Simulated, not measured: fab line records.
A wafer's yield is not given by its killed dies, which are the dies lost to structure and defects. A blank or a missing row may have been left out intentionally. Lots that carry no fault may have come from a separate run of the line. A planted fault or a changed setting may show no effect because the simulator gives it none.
Chamber matching :: flow n5Finfet :: pecvd-02 running N5_BEOL_M10_PECVD_70: 3 sister chambers
The step deposits SiO2 from TEOS/O2, target thk 20 nm, time 22.7 s. 6 wafers are shown with their chamber, then 7 later ones without.

## WAFERS PAIRED WITH THEIR CHAMBERS
wafer: L919.3
chamber: 2
throttleValvePct (%): 21.9
showerheadPlenumPTorr (Torr): 8.82

wafer: L920.2
chamber: 1
throttleValvePct (%): 24.5
showerheadPlenumPTorr (Torr): 8.86

wafer: L920.4
chamber: 2
throttleValvePct (%): 22.1
showerheadPlenumPTorr (Torr): 8.84

wafer: L920.5
chamber: 1
throttleValvePct (%): 24.5
showerheadPlenumPTorr (Torr): 8.89

wafer: L921.3
chamber: 0
throttleValvePct (%): 22.9
showerheadPlenumPTorr (Torr): 8.81

wafer: L921.4
chamber: 0
throttleValvePct (%): 22.8
showerheadPlenumPTorr (Torr): 8.80

## WAFERS WITHOUT THEIR CHAMBER
wafer: L921.6
throttleValvePct (%): 21.9
showerheadPlenumPTorr (Torr): 8.83

wafer: L934.2
throttleValvePct (%): 22.9
showerheadPlenumPTorr (Torr): 8.82

wafer: L934.5
throttleValvePct (%): 22.0
showerheadPlenumPTorr (Torr): 8.86

wafer: L934.6
throttleValvePct (%): 24.3
showerheadPlenumPTorr (Torr): 8.88

wafer: L937.1
throttleValvePct (%): 24.5
showerheadPlenumPTorr (Torr): 8.89

wafer: L937.5
throttleValvePct (%): 22.8
showerheadPlenumPTorr (Torr): 8.82

wafer: L937.6
throttleValvePct (%): 24.5
showerheadPlenumPTorr (Torr): 8.88

## CHAMBER TAKEN BY EACH
wafer: L921.6
from the rows above: 2
in truth: 2

wafer: L934.2
from the rows above: 0
in truth: 0

wafer: L934.5
from the rows above: 2
in truth: 2

wafer: L934.6
from the rows above: 1
in truth: 1

wafer: L937.1
from the rows above: 1
in truth: 1

wafer: L937.5
from the rows above: 0
in truth: 0

wafer: L937.6
from the rows above: 1
in truth: 1
7 of 7 placed correctly. Left unplaced by these rows: 0. Placed wrongly: 0.
How it was worked out, from the rows above alone: a wafer's distance from a chamber is the root of the sum, over the readings, of the square of ((its reading less the chamber's mean) divided by the reading's scatter). If the next closest chamber is less than 2 further off than the closest, the wafer can't be placed; otherwise it belongs to the closest. Each chamber's mean is taken over the wafers shown for it. The scatter is the square root of a quotient: the sum, over the shown wafers, of each reading's squared deviation from its chamber's mean, divided by wafers minus chambers.
